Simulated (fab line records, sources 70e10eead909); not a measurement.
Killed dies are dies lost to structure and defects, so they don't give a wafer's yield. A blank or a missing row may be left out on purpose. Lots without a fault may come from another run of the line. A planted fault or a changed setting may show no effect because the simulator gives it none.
Chamber matching | flow nand_harc | NHARC_P_M1_STRIP_18 on rie_diel-01: 4 sister chambers
The step strips in N2/H2. 8 wafers are shown with their chamber, then 10 later ones without.

WAFERS WITH THEIR CHAMBER
wafer  | chamber | drypump_motor_current_A (A) | throttle_valve_pct (%)
L081.5 | 2       | 6.5                         | 14.174
L083.5 | 1       | 5.1                         | 14.152
L083.6 | 2       | 6.6                         | 14.177
L084.1 | 0       | 6.1                         | 14.170
L084.4 | 3       | 6.0                         | 14.179
L084.6 | 1       | 5.1                         | 14.175
L087.1 | 0       | 6.1                         | 14.160
L087.4 | 3       | 6.0                         | 14.186

WAFERS WITHOUT THEIR CHAMBER
wafer  | drypump_motor_current_A (A) | throttle_valve_pct (%)
L087.6 | 6.0                         | 14.175
L087.2 | 5.0                         | 14.171
L087.3 | 6.5                         | 14.159
L087.5 | 5.1                         | 14.163
L091.1 | 6.1                         | 14.175
L091.3 | 6.5                         | 14.175
L091.6 | 6.6                         | 14.181
L097.3 | 6.0                         | 14.174
L097.5 | 5.0                         | 14.157
L097.6 | 6.6                         | 14.176

WHICH CHAMBER EACH WENT THROUGH
wafer  | from the rows above     | in truth
L087.6 | 3                       | 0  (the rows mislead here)
L087.2 | 1                       | 1
L087.3 | 2                       | 2
L087.5 | 1                       | 1
L091.1 | can't be placed: 0 or 3 | 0
L091.3 | 2                       | 2
L091.6 | 2                       | 2
L097.3 | 3                       | 3
L097.5 | 1                       | 1
L097.6 | 2                       | 2
Placed correctly: 8 of 10. Can't be placed from these rows: 1 (the true chamber is among the candidates in 1). Placed wrongly: 1.
How it was worked out, from the rows above alone: a wafer's distance from a chamber is the root of the sum, over the readings, of the square of ((its reading less the chamber's mean) divided by the reading's scatter). The wafer belongs to the nearest chamber; if the next one is less than 2 further off, it can't be placed. A chamber's mean is the mean of its shown wafers. The scatter: the root of (the sum of the squares of (reading less its chamber's mean) over the shown wafers, divided by (wafers less chambers)).
